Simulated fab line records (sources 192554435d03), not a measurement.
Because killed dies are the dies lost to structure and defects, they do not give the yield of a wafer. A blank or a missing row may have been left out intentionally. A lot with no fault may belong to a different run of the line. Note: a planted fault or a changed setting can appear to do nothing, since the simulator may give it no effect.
Which tool was responsible?	flow n5 finfet	69 wafers from 23 lots sampled at 5 of the route's 1938 steps

## WHAT THE GAUGES SHOWED, per wafer
N5_BEOL_M1_INSPECT_59: inspects for defects (darkfield). Usual: raw defect count reads 71 (standard deviation 27).
lot	measured	on	raw defect count	flag
L074	day 6 15:31	defect inspect-01	57 45 72	
L076	day 6 19:15	defect inspect-01	118 134 94	
L075	day 6 21:40	defect inspect-02	34 57 25	
L077	day 7 03:04	defect inspect-02	48 50 37	
L078	day 7 17:37	defect inspect-01	34 89 52	
L079	day 7 22:03	defect inspect-01	53 104 80	
L080	day 8 01:26	defect inspect-01	90 77 79	
L081	day 8 06:12	defect inspect-01	156 67 76	
L082	day 8 13:50	defect inspect-01	92 90 54	
L083	day 8 16:45	defect inspect-02	77 45 82	
L084	day 8 20:06	defect inspect-01	44 89 66	
L085	day 9 06:44	defect inspect-02	100 72 57	
L086	day 9 14:34	defect inspect-02	35 67 60	
L087	day 9 16:38	defect inspect-02	69 140 119	
L088	day 10 06:01	defect inspect-01	85 79 49	
L089	day 10 08:04	defect inspect-01	84 105 98	
L091	day 10 12:23	defect inspect-01	90 105 79	
L093	day 11 16:31	defect inspect-01	68 65 56	
L092	day 11 17:02	defect inspect-02	119 47 39	
L095	day 11 20:20	defect inspect-02	57 57 63	
L094	day 11 20:52	defect inspect-02	45 53 71	
L096	day 12 07:07	defect inspect-02	54 44 77	
L097	day 12 09:13	defect inspect-02	55 65 84	

N5_BEOL_M2_CD_MEAS_35: target cd 18 nm, target cd y 22.2 nm. Usual: cd nm reads 18.1 nm (standard deviation 0.44).
lot	measured	on	cd nm (nm)	flag
L074	day 7 02:29	cd sem-03	17.8 17.4 17.1	
L076	day 7 02:38	cd sem-03	18.2 18.4 18.4	
L075	day 7 07:49	cd sem-01	18.1 17.8 18.3	
L077	day 7 13:55	cd sem-01	18.7 17.8 18.4	
L078	day 7 21:10	cd sem-01	18.1 18.1 18.1	
L079	day 8 05:45	cd sem-03	18.0 18.1 18.0	
L080	day 8 10:59	cd sem-01	17.7 17.8 16.9	
L081	day 8 11:11	cd sem-02	18.4 17.8 18.1	
L082	day 9 04:22	cd sem-03	18.8 18.0 19.1	
L083	day 9 04:31	cd sem-02	17.8 18.1 17.7	
L084	day 9 05:23	cd sem-02	18.5 17.8 18.2	
L085	day 9 10:36	cd sem-01	18.0 17.9 17.6	
L086	day 9 21:30	cd sem-03	18.1 18.0 18.3	
L087	day 10 04:40	cd sem-02	18.4 17.9 18.3	
L088	day 10 10:50	cd sem-01	18.7 18.6 18.1	
L089	day 10 10:59	cd sem-01	17.9 18.1 17.9	
L091	day 10 20:51	cd sem-03	17.9 17.8 17.4	
L093	day 11 19:57	cd sem-01	18.0 17.8 18.1	
L092	day 11 20:01	cd sem-02	18.5 18.2 18.2	
L095	day 12 02:45	cd sem-02	17.9 18.3 18.2	
L094	day 12 09:25	cd sem-01	17.7 18.9 17.9	
L096	day 12 12:01	cd sem-01	18.1 17.8 17.7	
L097	day 12 12:41	cd sem-03	18.9 19.2 19.0	

## WHAT TOOL EACH LOT RAN ON (gives the tool, then ch and the chambers of the sampled wafers, and finally the start)
lot	N5_BEOL_M2_ETCH_74	N5_BEOL_M2_ETCH_64	N5_BEOL_M2_STRIP_19
L074	rie diel-06 ch 0,2, day 6 18:08	rie diel-06 ch 0,2, day 6 18:11	rie diel-06 ch 0,3, day 6 18:29
L076	rie diel-05 ch 0,2, day 6 20:34	rie diel-05 ch 0,2, day 6 20:37	rie diel-06 ch 0,1,2, day 6 20:56
L075	rie diel-05 ch 0,1, day 6 23:50	rie diel-05 ch 0,1, day 6 23:53	rie diel-06 ch 0,2, day 7 00:10
L077	rie diel-06 ch 1,3, day 7 03:57	rie diel-06 ch 1,3, day 7 03:59	rie diel-06 ch 1,2, day 7 04:17
L078	rie diel-05 ch 0,2,3, day 7 18:58	rie diel-05 ch 0,2,3, day 7 19:00	rie diel-05 ch 0,2,3, day 7 19:23
L079	rie diel-04 ch 0,3, day 8 00:59	rie diel-04 ch 0,3, day 8 01:02	rie diel-04 ch 1,3, day 8 01:22
L080	rie diel-06 ch 0,2,3, day 8 02:29	rie diel-06 ch 0,2,3, day 8 02:32	rie diel-05 ch 0,3, day 8 02:55
L081	rie diel-05 ch 0,2, day 8 07:11	rie diel-05 ch 0,2, day 8 07:14	rie diel-04 ch 0,1,3, day 8 07:32
L082	rie diel-05 ch 0,2,3, day 8 15:24	rie diel-05 ch 0,2,3, day 8 15:26	rie diel-05 ch 0,2,3, day 8 15:44
L083	rie diel-06 ch 0,3, day 8 20:08	rie diel-06 ch 0,3, day 8 20:11	rie diel-04 ch 1,2, day 8 20:28
L084	rie diel-04 ch 1,2, day 8 22:25	rie diel-04 ch 1,2, day 8 22:28	rie diel-06 ch 0,1,2, day 8 22:45
L085	rie diel-04 ch 0,1,3, day 9 08:25	rie diel-04 ch 0,1,3, day 9 08:28	rie diel-04 ch 0,2, day 9 08:44
L086	rie diel-06 ch 2,3, day 9 16:38	rie diel-06 ch 2,3, day 9 16:41	rie diel-06 ch 2,3, day 9 16:58
L087	rie diel-05 ch 2,3, day 9 17:39	rie diel-05 ch 2,3, day 9 17:41	rie diel-05 ch 1,2,3, day 9 17:59
L088	rie diel-05 ch 0,1,2, day 10 08:01	rie diel-05 ch 0,1,2, day 10 08:04	rie diel-05 ch 0,2,3, day 10 08:21
L089	rie diel-05 ch 0,1, day 10 08:49	rie diel-05 ch 0,1, day 10 08:52	rie diel-04 ch 0,2,3, day 10 09:10
L091	rie diel-04 ch 0,2, day 10 15:00	rie diel-04 ch 0,2, day 10 15:03	rie diel-06 ch 1,2, day 10 15:20
L093	rie diel-04 ch 0,2, day 11 17:43	rie diel-04 ch 0,2, day 11 17:46	rie diel-05 ch 1,2, day 11 18:02
L092	rie diel-06 ch 1,2, day 11 17:59	rie diel-06 ch 1,2, day 11 18:01	rie diel-05 ch 0,1,2, day 11 18:19
L095	rie diel-06 ch 0,1,3, day 11 21:16	rie diel-06 ch 0,1,3, day 11 21:19	rie diel-06 ch 0,1,2, day 11 21:46
L094	rie diel-05 ch 0,1,2, day 12 01:46	rie diel-05 ch 0,1,2, day 12 01:49	rie diel-05 ch 0,1, day 12 02:07
L096	rie diel-04 ch 1,2,3, day 12 09:55	rie diel-04 ch 1,2,3, day 12 09:58	rie diel-05 ch 0,1,2, day 12 10:20
L097	rie diel-06 ch 0,1, day 12 10:32	rie diel-06 ch 0,1, day 12 10:35	rie diel-04 ch 0,2,3, day 12 10:55
- N5_BEOL_M2_ETCH_74: etches underlayer in N2/H2, target depth 6.5 nm, time 5.2 s.
- N5_BEOL_M2_ETCH_64: etches SOC in N2/H2, target depth 75 nm, overetch 22.5 nm, time 121.9 s.
- N5_BEOL_M2_STRIP_19: strips in O2.

## AS READ BY THE TOOLS THEMSELVES (means over the sampled wafers that have a number; for cases with no such wafer, the mark the record gives instead)
N5_BEOL_M2_ETCH_74. Usual: drypump motor current A is 5.6 A with standard deviation 0.6, etch rf on time s is 5.13 s with standard deviation 0.14, n2 flow sccm is 200.0 sccm with standard deviation 0.58, oes product au is 0.69 a.u. with standard deviation 0.086, rf vpp V is 524.2 V with standard deviation 2.8, showerhead plenum p Torr is 2.56 Torr with standard deviation 0.095, and throttle valve pct is 17.90 % with standard deviation 0.26.
lot	tool	drypump motor current A (A)	etch rf on time s (s)	n2 flow sccm (sccm)	oes product au (a.u.)	rf vpp V (V)	showerhead plenum p Torr (Torr)	throttle valve pct (%)	flag
L074	rie diel-06	5.5	5.20	200.2	0.65	524.3	2.64	17.88	
L076	rie diel-05	5.0	5.05	199.6	0.65	522.0	2.47	17.86	
L075	rie diel-05	5.0	4.98	199.9	0.59	520.2	2.41	18.17	
L077	rie diel-06	5.2	5.22	200.2	0.64	524.2	2.53	17.86	
L078	rie diel-05	5.5	5.04	200.1	0.72	524.9	2.54	17.74	
L079	rie diel-04	6.5	5.19	199.8	0.64	524.5	2.58	17.99	
L080	rie diel-06	5.7	5.22	200.0	0.64	524.7	2.59	17.94	
L081	rie diel-05	5.1	5.17	200.1	0.69	521.9	2.52	17.66	
L082	rie diel-05	5.5	5.05	200.1	0.71	523.9	2.53	17.77	
L083	rie diel-06	6.0	5.23	200.5	0.65	524.0	2.55	17.99	
L084	rie diel-04	5.8	5.07	200.0	0.68	525.9	2.56	18.16	
L085	rie diel-04	6.3	5.17	200.8	0.62	524.1	2.56	18.18	
L086	rie diel-06	5.6	5.18	200.0	0.67	524.5	2.61	17.80	
L087	rie diel-05	6.0	5.09	200.1	0.76	525.2	2.60	17.66	
L088	rie diel-05	5.2	4.98	200.5	0.80	527.8	2.67	17.73	
L089	rie diel-05	5.0	4.89	199.4	0.85	528.8	2.72	17.83	
L091	rie diel-04	6.4	5.12	200.2	0.68	525.7	2.58	17.84	
L093	rie diel-04	6.0	5.24	199.7	0.72	522.5	2.53	17.79	
L092	rie diel-06	4.9	5.19	200.0	0.61	523.7	2.55	17.90	
L095	rie diel-06	5.7	5.19	200.0	0.68	522.8	2.52	17.89	
L094	rie diel-05	5.1	4.98	200.0	0.78	527.6	2.66	17.77	
L096	rie diel-04	5.9	5.16	199.8	0.73	522.8	2.50	17.97	
L097	rie diel-06	5.3	5.14	199.8	0.65	521.3	2.49	17.95	

N5_BEOL_M2_ETCH_64. Usual: drypump motor current A 5.6 A, standard deviation 0.6; n2 flow sccm 200.0 sccm, standard deviation 0.63; oes product au 0.61 a.u., standard deviation 0.073; rf vpp V 524.3 V, standard deviation 2.7; showerhead plenum p Torr 2.56 Torr, standard deviation 0.095; throttle valve pct 17.85 %, standard deviation 0.26.
lot	tool	drypump motor current A (A)	n2 flow sccm (sccm)	oes product au (a.u.)	rf vpp V (V)	showerhead plenum p Torr (Torr)	throttle valve pct (%)	flag
L074	rie diel-06	5.5	200.1	0.59	527.1	2.64	17.83	
L076	rie diel-05	5.0	200.1	0.57	521.9	2.47	17.81	
L075	rie diel-05	5.0	199.3	0.52	519.7	2.41	18.11	
L077	rie diel-06	5.2	199.8	0.57	523.6	2.53	17.82	
L078	rie diel-05	5.5	200.2	0.64	522.8	2.53	17.70	
L079	rie diel-04	6.5	199.6	0.57	525.0	2.58	17.94	
L080	rie diel-06	5.8	200.0	0.58	524.4	2.59	17.90	
L081	rie diel-05	5.1	199.7	0.61	523.8	2.52	17.62	
L082	rie diel-05	5.5	199.8	0.63	522.7	2.53	17.72	
L083	rie diel-06	6.0	200.0	0.58	523.2	2.55	17.94	
L084	rie diel-04	5.8	200.1	0.60	524.4	2.56	18.12	
L085	rie diel-04	6.2	199.5	0.55	524.1	2.56	18.14	
L086	rie diel-06	5.6	200.4	0.60	526.2	2.61	17.76	
L087	rie diel-05	6.0	200.3	0.67	526.0	2.60	17.61	
L088	rie diel-05	5.1	199.6	0.70	527.1	2.67	17.70	
L089	rie diel-05	5.0	200.0	0.73	528.4	2.72	17.78	
L091	rie diel-04	6.4	200.1	0.60	525.5	2.58	17.81	
L093	rie diel-04	6.0	200.1	0.64	523.5	2.53	17.74	
L092	rie diel-06	4.9	199.7	0.54	525.1	2.55	17.85	
L095	rie diel-06	5.6	200.8	0.60	523.3	2.52	17.85	
L094	rie diel-05	5.1	200.1	0.67	527.6	2.66	17.71	
L096	rie diel-04	5.9	200.6	0.65	522.4	2.50	17.92	
L097	rie diel-06	5.3	199.9	0.58	522.5	2.49	17.91	

N5_BEOL_M2_STRIP_19. Usual: drypump motor current A 5.6 A, standard deviation 0.62; oes product au 0.81 a.u., standard deviation 0.096; rf vpp V 3.6 V, standard deviation 0.52; showerhead plenum p Torr 2.12 Torr, standard deviation 0.08; throttle valve pct 16.68 %, standard deviation 0.25.
lot	tool	drypump motor current A (A)	oes product au (a.u.)	rf vpp V (V)	showerhead plenum p Torr (Torr)	throttle valve pct (%)	flag
L074	rie diel-06	6.1	0.74	4.3	2.07	16.89	
L076	rie diel-06	5.4	0.74	3.4	2.11	16.73	
L075	rie diel-06	5.8	0.74	3.7	2.11	16.83	
L077	rie diel-06	5.0	0.78	3.4	2.18	16.55	
L078	rie diel-05	5.5	0.84	3.9	2.09	16.58	
L079	rie diel-04	6.0	0.72	3.5	2.12	17.21	
L080	rie diel-05	5.8	0.87	3.4	2.09	16.63	
L081	rie diel-04	6.2	0.73	3.3	2.11	16.96	
L082	rie diel-05	5.5	0.84	3.5	2.09	16.60	
L083	rie diel-04	5.8	0.78	3.4	2.13	17.08	
L084	rie diel-06	5.4	0.73	3.9	2.11	16.77	
L085	rie diel-04	6.4	0.81	3.7	2.11	16.56	
L086	rie diel-06	5.6	0.80	3.6	2.15	16.63	
L087	rie diel-05	5.6	0.92	3.6	2.16	16.46	
L088	rie diel-05	5.5	0.91	2.7	2.17	16.48	
L089	rie diel-04	6.2	0.80	3.6	2.07	16.67	
L091	rie diel-06	5.0	0.75	3.4	2.16	16.61	
L093	rie diel-05	5.3	0.86	3.5	2.15	16.47	
L092	rie diel-05	5.1	0.89	3.8	2.19	16.55	
L095	rie diel-06	5.4	0.80	4.4	2.10	16.64	
L094	rie diel-05	5.0	0.90	4.2	2.24	16.66	
L096	rie diel-05	5.1	0.87	3.3	2.19	16.57	
L097	rie diel-04	6.2	0.79	3.7	2.06	16.70	

## THE ANSWER, worked out from the rows above alone
Rule: a lot counts as off when the mean over its wafers that have a number is more than 3 standard deviations away from the usual mean. A lot without any number at a reading at which 4 lots or more have one is off too. Where the step has rows for the other lots, those lots are counted as sound. Order of review: gauges by route order, followed by the tools' own readings, for which a lot's mean as printed above is used. The first step at which some lot is off is used, and at that step the reading that is off furthest; a lot without a number counts as furthest.
Nothing can be told from this: no lot is off at any reading shown.

## WHAT WAS PUT IN BY THE SIMULATOR
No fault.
